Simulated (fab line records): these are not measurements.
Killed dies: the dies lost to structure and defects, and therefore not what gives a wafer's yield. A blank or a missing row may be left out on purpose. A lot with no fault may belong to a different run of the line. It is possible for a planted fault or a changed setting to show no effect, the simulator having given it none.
Matching of chambers :: flow n5 finfet :: N5_BEOL_M12_CMP_49 on cmp-02: 4 sister chambers
The step polishes, stops on SiOC, t overpolish 20.6 s, target thk 320 nm. 16 wafers are shown with their chamber, then 8 later ones without.

## WAFERS PAIRED WITH THEIR CHAMBERS
wafer: L075.2
chamber: 2
motor current A (A): 6.9
clearing platen down force psi (psi): 1.503
barrier field endpoint s (s): 29.9

wafer: L075.4
chamber: 0
motor current A (A): 6.7
clearing platen down force psi (psi): 1.509
barrier field endpoint s (s): 29.6

wafer: L075.6
chamber: 1
motor current A (A): 6.3
clearing platen down force psi (psi): 1.497
barrier field endpoint s (s): 29.5

wafer: L078.1
chamber: 2
motor current A (A): 6.8
clearing platen down force psi (psi): 1.501
barrier field endpoint s (s): 28.8

wafer: L078.5
chamber: 1
motor current A (A): 6.2
clearing platen down force psi (psi): 1.498
barrier field endpoint s (s): 30.4

wafer: L078.6
chamber: 2
motor current A (A): 6.9
clearing platen down force psi (psi): 1.506
barrier field endpoint s (s): 30.1

wafer: L079.1
chamber: 0
motor current A (A): 6.7
clearing platen down force psi (psi): 1.503
barrier field endpoint s (s): 28.9

wafer: L079.2
chamber: 3
motor current A (A): 7.6
clearing platen down force psi (psi): 1.500
barrier field endpoint s (s): 30.2

wafer: L079.3
chamber: 2
motor current A (A): 6.4
clearing platen down force psi (psi): 1.501
barrier field endpoint s (s): 30.1

wafer: L088.2
chamber: 0
motor current A (A): 6.7
clearing platen down force psi (psi): 1.501
barrier field endpoint s (s): 30.7

wafer: L088.4
chamber: 1
motor current A (A): 6.3
clearing platen down force psi (psi): 1.500
barrier field endpoint s (s): 31.2

wafer: L088.5
chamber: 0
motor current A (A): 6.8
clearing platen down force psi (psi): 1.503
barrier field endpoint s (s): 30.4

wafer: L091.1
chamber: 3
motor current A (A): 7.5
clearing platen down force psi (psi): 1.499
barrier field endpoint s (s): 30.8

wafer: L091.5
chamber: 3
motor current A (A): 7.3
clearing platen down force psi (psi): 1.502
barrier field endpoint s (s): 30.8

wafer: L091.6
chamber: 0
motor current A (A): 6.8
clearing platen down force psi (psi): 1.499
barrier field endpoint s (s): 30.0

wafer: L093.1
chamber: 0
motor current A (A): 6.8
clearing platen down force psi (psi): 1.497
barrier field endpoint s (s): 30.1

SIGNATURES (averages over the wafers above)
reading: motor current A
chamber 0: 6.750
chamber 1: 6.267
chamber 2: 6.750
chamber 3: 7.467
scatter within a chamber: 0.141

reading: clearing platen down force psi
chamber 0: 1.50200
chamber 1: 1.49833
chamber 2: 1.50275
chamber 3: 1.50033
scatter within a chamber: 0.00306

reading: barrier field endpoint s
chamber 0: 29.950
chamber 1: 30.367
chamber 2: 29.725
chamber 3: 30.600
scatter within a chamber: 0.637
Rule: distance of a wafer from a chamber = root of the sum over the readings of ((wafer's reading minus chamber's mean) / reading's scatter) squared. If the next closest chamber is less than 2 further off than the closest, the wafer can't be placed; otherwise it belongs to the closest. How the scatter is found: for the shown wafers, subtract from each reading the mean of its chamber, square and add these, divide the total by (wafers less chambers), then take the root.

## WAFERS WITHOUT THEIR CHAMBER
wafer: L093.4
motor current A (A): 6.3
clearing platen down force psi (psi): 1.506
barrier field endpoint s (s): 31.3

wafer: L093.6
motor current A (A): 6.5
clearing platen down force psi (psi): 1.504
barrier field endpoint s (s): 31.2

wafer: L094.2
motor current A (A): 7.9
clearing platen down force psi (psi): 1.501
barrier field endpoint s (s): 31.4

wafer: L094.4
motor current A (A): 6.6
clearing platen down force psi (psi): 1.503
barrier field endpoint s (s): 30.4

wafer: L094.5
motor current A (A): 6.7
clearing platen down force psi (psi): 1.500
barrier field endpoint s (s): 30.4

wafer: L092.1
motor current A (A): 7.4
clearing platen down force psi (psi): 1.499
barrier field endpoint s (s): 31.3

wafer: L092.3
motor current A (A): 6.6
clearing platen down force psi (psi): 1.499
barrier field endpoint s (s): 29.7

wafer: L092.4
motor current A (A): 6.4
clearing platen down force psi (psi): 1.496
barrier field endpoint s (s): 30.5

## WHICH CHAMBER EACH ONE RAN IN
wafer: L093.4
from the rows above: can't be placed: 1 or 0 or 2
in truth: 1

wafer: L093.6
from the rows above: can't be placed: 0 or 1 or 2
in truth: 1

wafer: L094.2
from the rows above: 3
in truth: 3

wafer: L094.4
from the rows above: can't be placed: 0 or 2 or 1
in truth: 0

wafer: L094.5
from the rows above: can't be placed: 0 or 2
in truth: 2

wafer: L092.1
from the rows above: 3
in truth: 3

wafer: L092.3
from the rows above: can't be placed: 0 or 2 or 1
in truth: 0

wafer: L092.4
from the rows above: 1
in truth: 1
Correct placement for 3 of the 8. Cannot be placed on the basis of these rows: 5; the candidates contain the true chamber in 5. Placed wrongly: 0.
